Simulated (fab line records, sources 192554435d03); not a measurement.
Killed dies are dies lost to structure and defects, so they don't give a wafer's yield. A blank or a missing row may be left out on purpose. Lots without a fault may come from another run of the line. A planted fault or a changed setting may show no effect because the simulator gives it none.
Which tool did it? | flow n5_finfet | 9 lots, 26 wafers sampled, at 8 steps of a route of 1938

WHAT THE GAUGES READ, wafer by wafer
N5_PMOS_HMC_CHANNEL_EPI_INSPECT_11: inspects for defects (macro). Usual: raw_defect_count 2.2, standard deviation 1.4.
lot  | measured    | on                | raw_defect_count | flag
L491 | day 2 00:52 | defect_inspect-01 | 5 2 5            |
L493 | day 2 11:23 | defect_inspect-02 | 1 3 2            |
L494 | day 2 18:17 | defect_inspect-02 | 3 2 2            |
L497 | day 3 11:10 | defect_inspect-02 | 3 1 2            |
L500 | day 4 06:22 | defect_inspect-01 | 0 4 4            |
L504 | day 5 05:19 | defect_inspect-01 | 3 3 3            |
L506 | day 5 17:16 | defect_inspect-01 | 4 1              |
L512 | day 7 04:53 | defect_inspect-02 | 1 3 0            |
L513 | day 7 11:36 | defect_inspect-02 | 3 3 3            |

N5_FIN_SAQP_THK_MEAS_07. Usual: thk_nm 59.9 nm, standard deviation 0.8.
lot  | measured    | on            | thk_nm (nm)     | flag
L491 | day 2 05:06 | film_metro-01 | 60.0 61.1 60.6  |
L493 | day 2 15:06 | film_metro-02 | 59.2 58.6 60.3  |
L494 | day 3 01:34 | film_metro-02 | 60.5 60.4 61.7  |
L497 | day 3 15:34 | film_metro-01 | 58.5 59.6 60.6  |
L500 | day 4 11:25 | film_metro-02 | 59.2 59.6 60.6  |
L504 | day 5 09:13 | film_metro-02 | 100.2 58.5 60.4 | OFF
L506 | day 5 21:11 | film_metro-01 | 100.7 60.5      | OFF
L512 | day 7 08:56 | film_metro-01 | 58.5 60.8 60.7  |
L513 | day 7 16:34 | film_metro-01 | 60.4 60.4 59.1  |

N5_FIN_SAQP_INSPECT_40: inspects for defects (brightfield). Usual: raw_defect_count 248, standard deviation 78.
lot  | measured    | on                | raw_defect_count | flag
L491 | day 2 10:53 | defect_inspect-02 | 251 146 195      |
L493 | day 2 20:38 | defect_inspect-02 | 128 151 241      |
L494 | day 3 06:58 | defect_inspect-01 | 316 125 161      |
L497 | day 3 22:17 | defect_inspect-02 | 208 171 166      |
L500 | day 4 16:48 | defect_inspect-01 | 181 195 162      |
L504 | day 5 13:59 | defect_inspect-01 | 1869 392 325     | OFF
L506 | day 6 02:04 | defect_inspect-01 | 1961 199         | OFF
L512 | day 7 14:07 | defect_inspect-01 | 186 128 235      |
L513 | day 7 21:22 | defect_inspect-01 | 352 244 275      |

N5_BEOL_M4_RC_MEAS_101. Usual: DIBL_N 37.3 mV/V, standard deviation 2.3; DIBL_P 37.4 mV/V, standard deviation 2.9; IOFF_N 0.18 nA/um, standard deviation 0.045; IOFF_P 0.25 nA/um, standard deviation 0.054; ION_N 679 uA/um, standard deviation 15; ION_P 468 uA/um, standard deviation 9.7; SS_N 71.8 mV/dec, standard deviation 0.62; SS_P 73.6 mV/dec, standard deviation 0.76; VT_N 248 mV, standard deviation 4.1; VT_P -248 mV, standard deviation 3.6.
lot  | measured     | on        | DIBL_N (mV/V)  | DIBL_P (mV/V)  | IOFF_N (nA/um) | IOFF_P (nA/um) | ION_N (uA/um) | ION_P (uA/um) | SS_N (mV/dec)  | SS_P (mV/dec)  | VT_N (mV)   | VT_P (mV)      | flag
L491 | day 8 14:34  | prober-01 | 36.8 36.2 37.5 | 37.7 35.5 37.9 | 0.16 0.14 0.17 | 0.26 0.24 0.28 | 687 669 689   | 483 466 482   | 72.0 71.4 71.9 | 74.3 73.4 73.8 | 247 251 246 | -246 -245 -246 |
L493 | day 8 21:13  | prober-01 | 37.0 32.8 34.7 | 38.6 32.4 35.2 | 0.17 0.09 0.12 | 0.24 0.14 0.18 | 697 651 666   | 480 450 459   | 71.6 71.4 71.6 | 72.8 71.4 72.1 | 247 259 253 | -249 -254 -249 |
L494 | day 8 22:00  | prober-01 | 36.8 38.7 37.2 | 36.0 38.6 37.3 | 0.17 0.21 0.18 | 0.23 0.28 0.26 | 683 687 692   | 464 473 480   | 71.3 72.1 71.9 | 73.0 74.0 74.4 | 251 247 248 | -249 -245 -245 |
L497 | day 9 07:28  | prober-01 | 35.1 37.2 37.0 | 35.3 38.0 37.3 | 0.15 0.19 0.19 | 0.22 0.27 0.26 | 687 687 687   | 473 472 470   | 71.1 72.2 71.5 | 73.1 73.1 73.8 | 246 245 245 | -248 -245 -247 |
L500 | day 10 19:53 | prober-01 | 36.9 32.6 36.2 | 38.9 32.7 38.4 | 0.18 0.11 0.19 | 0.25 0.16 0.25 | 673 675 692   | 462 461 472   | 72.5 70.8 72.3 | 73.3 72.4 73.1 | 247 258 246 | -249 -254 -246 |
L504 | day 11 02:31 | prober-01 | 37.7 35.2      | 38.2 35.6      | 0.17 0.12      | 0.25 0.21      | 683 647       | 469 448       | 72.4 72.0      | 73.5 74.0      | 248 253     | -251 -252      |
L506 | day 12 05:16 | prober-02 | 32.0           | 33.1           | 0.13           | 0.19           | 679           | 468           | 70.6           | 72.6           | 249         | -250           |
L512 | day 13 12:40 | prober-01 | 38.2 38.9 34.8 | 37.6 41.0 34.9 | 0.17 0.22 0.12 | 0.22 0.31 0.19 | 663 688 654   | 455 470 460   | 72.4 72.6 71.5 | 73.6 74.6 73.9 | 254 244 257 | -252 -246 -251 |
L513 | day 13 13:46 | prober-02 | 38.2 37.2 34.7 | 36.8 36.0 33.0 | 0.19 0.18 0.13 | 0.30 0.26 0.21 | 680 681 675   | 476 468 472   | 71.5 71.3 71.0 | 73.7 73.0 72.6 | 246 246 251 | -242 -246 -248 |

WHICH TOOL RAN EACH LOT (tool, then ch and the chambers of the sampled wafers, then the start)
lot  | N5_WELL_APT_EPI_41             | N5_PMOS_HMC_CHANNEL_EPI_CMP_21 | N5_FIN_SAQP_PECVD_06           | N5_FIN_SAQP_MANDREL_ETCH_22
L491 | epi_rpcvd-01 ch 0, day 1 23:38 | cmp-03 ch 0,2,3, day 2 03:06   | pecvd-01 ch 0,1, day 2 05:01   | rie_si-02 ch 0,3, day 2 06:09
L493 | epi_rpcvd-02 ch 0, day 2 10:20 | cmp-03 ch 0,1,3, day 2 13:30   | pecvd-03 ch 0,2, day 2 15:01   | rie_si-05 ch 1,3, day 2 16:20
L494 | epi_rpcvd-03 ch 0, day 2 17:10 | cmp-03 ch 2,3, day 2 22:41     | pecvd-02 ch 0,1, day 3 01:26   | rie_si-02 ch 0,2,3, day 3 02:25
L497 | epi_rpcvd-01 ch 0, day 3 10:08 | cmp-03 ch 2,3, day 3 13:37     | pecvd-03 ch 0,1,2, day 3 15:29 | rie_si-03 ch 0,1,3, day 3 16:19
L500 | epi_rpcvd-03 ch 0, day 4 05:20 | cmp-03 ch 0,1,2, day 4 09:08   | pecvd-02 ch 0,2, day 4 11:20   | rie_si-03 ch 0,1,2, day 4 12:17
L504 | epi_rpcvd-02 ch 0, day 5 04:29 | cmp-04 ch 0,3, day 5 07:22     | pecvd-02 ch 0,1,2, day 5 09:08 | rie_si-03 ch 0,3, day 5 10:01
L506 | epi_rpcvd-02 ch 0, day 5 16:34 | cmp-04 ch 1,2, day 5 19:20     | pecvd-02 ch 1,2, day 5 21:07   | rie_si-02 ch 0,3, day 5 22:02
L512 | epi_rpcvd-02 ch 0, day 7 03:59 | cmp-04 ch 0,2,3, day 7 07:07   | pecvd-03 ch 0,1,2, day 7 08:50 | rie_si-05 ch 0,1, day 7 09:59
L513 | epi_rpcvd-03 ch 0, day 7 10:40 | cmp-03 ch 1,2,3, day 7 14:34   | pecvd-03 ch 1,2, day 7 16:29   | rie_si-03 ch 1,2,3, day 7 17:26
- N5_WELL_APT_EPI_41: deposits Si from SiH4/H2, target thk 50 nm, time 297.7 s.
- N5_PMOS_HMC_CHANNEL_EPI_CMP_21: polishes SiGe30, target thk 54 nm.
- N5_FIN_SAQP_PECVD_06: deposits a-Si from SiH4/He, target thk 60 nm, time 48.1 s.
- N5_FIN_SAQP_MANDREL_ETCH_22: etches a-Si in HBr/Cl2, stops on SiNx, target depth 60 nm, bt time 10 s, time 30 s.

WHAT THE TOOLS THEMSELVES READ (means of the sampled wafers that have a number; where no wafer has one, the mark that the record gives instead)
N5_WELL_APT_EPI_41. Usual: throttle_valve_pct 11.4 %, standard deviation 0.49.
lot  | tool         | throttle_valve_pct (%) | flag
L491 | epi_rpcvd-01 | 11.9                   |
L493 | epi_rpcvd-02 | 11.7                   |
L494 | epi_rpcvd-03 | 10.9                   |
L497 | epi_rpcvd-01 | 11.8                   |
L500 | epi_rpcvd-03 | 10.8                   |
L504 | epi_rpcvd-02 | 11.5                   |
L506 | epi_rpcvd-02 | 11.7                   |
L512 | epi_rpcvd-02 | 11.5                   |
L513 | epi_rpcvd-03 | 10.8                   |

N5_PMOS_HMC_CHANNEL_EPI_CMP_21. Usual: motor_current_A 12.2 A, standard deviation 0.7; pad_life_wafers 912, standard deviation 370; retaining_ring_pressure_frac 1.001, standard deviation 0.0054.
lot  | tool   | motor_current_A (A) | pad_life_wafers | retaining_ring_pressure_frac | flag
L491 | cmp-03 | 12.8                | 530             | 1.000                        |
L493 | cmp-03 | 12.5                | 620             | 1.002                        |
L494 | cmp-03 | 12.7                | 673             | 0.995                        |
L497 | cmp-03 | 12.8                | 792             | 1.006                        |
L500 | cmp-03 | 12.1                | 956             | 1.003                        |
L504 | cmp-04 | 11.6                | 865             | 0.997                        |
L506 | cmp-04 | 12.1                | 950             | 1.002                        |
L512 | cmp-04 | 11.8                | 1232            | 1.002                        |
L513 | cmp-03 | 12.7                | 1556            | 1.004                        |

N5_FIN_SAQP_PECVD_06. Usual: heater_power_w 788 W, standard deviation 78; showerhead_plenum_p_Torr 5.67 Torr, standard deviation 0.079; throttle_valve_pct 18.4 %, standard deviation 1.8.
lot  | tool     | heater_power_w (W) | showerhead_plenum_p_Torr (Torr) | throttle_valve_pct (%) | flag
L491 | pecvd-01 | 936                | 5.73                            | 19.0                   |
L493 | pecvd-03 | 722                | 5.66                            | 18.0                   |
L494 | pecvd-02 | 793                | 5.71                            | 18.2                   |
L497 | pecvd-03 | 769                | 5.63                            | 18.0                   |
L500 | pecvd-02 | 758                | 5.64                            | 16.8                   |
L504 | pecvd-02 | 752                | 5.69                            | 18.2                   |
L506 | pecvd-02 | 771                | 5.68                            | 18.8                   |
L512 | pecvd-03 | 790                | 5.64                            | 17.9                   |
L513 | pecvd-03 | 764                | 5.60                            | 16.6                   |

N5_FIN_SAQP_MANDREL_ETCH_22. Usual: drypump_motor_current_A 5.8 A, standard deviation 0.39; oes_product_au 0.766 a.u., standard deviation 0.013; throttle_valve_pct 35.2 %, standard deviation 0.39.
lot  | tool      | drypump_motor_current_A (A) | oes_product_au (a.u.) | throttle_valve_pct (%) | flag
L491 | rie_si-02 | 5.8                         | 0.767                 | 35.0                   |
L493 | rie_si-05 | 6.1                         | 0.759                 | 35.3                   |
L494 | rie_si-02 | 5.8                         | 0.768                 | 35.2                   |
L497 | rie_si-03 | 5.7                         | 0.767                 | 35.1                   |
L500 | rie_si-03 | 5.9                         | 0.766                 | 34.8                   |
L504 | rie_si-03 | 5.4                         | 0.828                 | 34.8                   | OFF
L506 | rie_si-02 | 5.9                         | 0.888                 | 34.9                   | OFF
L512 | rie_si-05 | 6.1                         | 0.774                 | 35.2                   |
L513 | rie_si-03 | 5.7                         | 0.773                 | 35.1                   |

THE ANSWER, worked out from the rows above alone
Rule: a lot is off if the mean of its wafers that have a number lies more than 3 standard deviations from the usual mean. A lot without any number at a reading at which 4 lots or more have one is off too. The other lots that the step has rows for count as sound. The gauges are gone through in route order, then the tools' own readings, and for those a lot's mean is taken as printed above. The first step at which some lot is off is used, and at that step the reading that is off furthest; a lot without a number counts as furthest.
Off: L504, L506, at N5_FIN_SAQP_THK_MEAS_07 (thk_nm).
A tool fits if, at a process step before that reading, it ran every lot that is off, and no sound lot after the first of them. The gauges at N5_FIN_SAQP_THK_MEAS_07 aren't tried: what is off there is off at N5_FIN_SAQP_INSPECT_40 too, on other tools, and a gauge's error can't cause that. One fits: pecvd-02 at N5_FIN_SAQP_PECVD_06. Its last sound lot is L500 (day 4 11:20), its first lot that is off L504 (day 5 09:08): a fault that began between those two fits.

WHAT THE SIMULATOR HAD PUT IN
Process parameter drift: pecvd-02, from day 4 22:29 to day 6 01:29, at N5_FIN_SAQP_PECVD_06. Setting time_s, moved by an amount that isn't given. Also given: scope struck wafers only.
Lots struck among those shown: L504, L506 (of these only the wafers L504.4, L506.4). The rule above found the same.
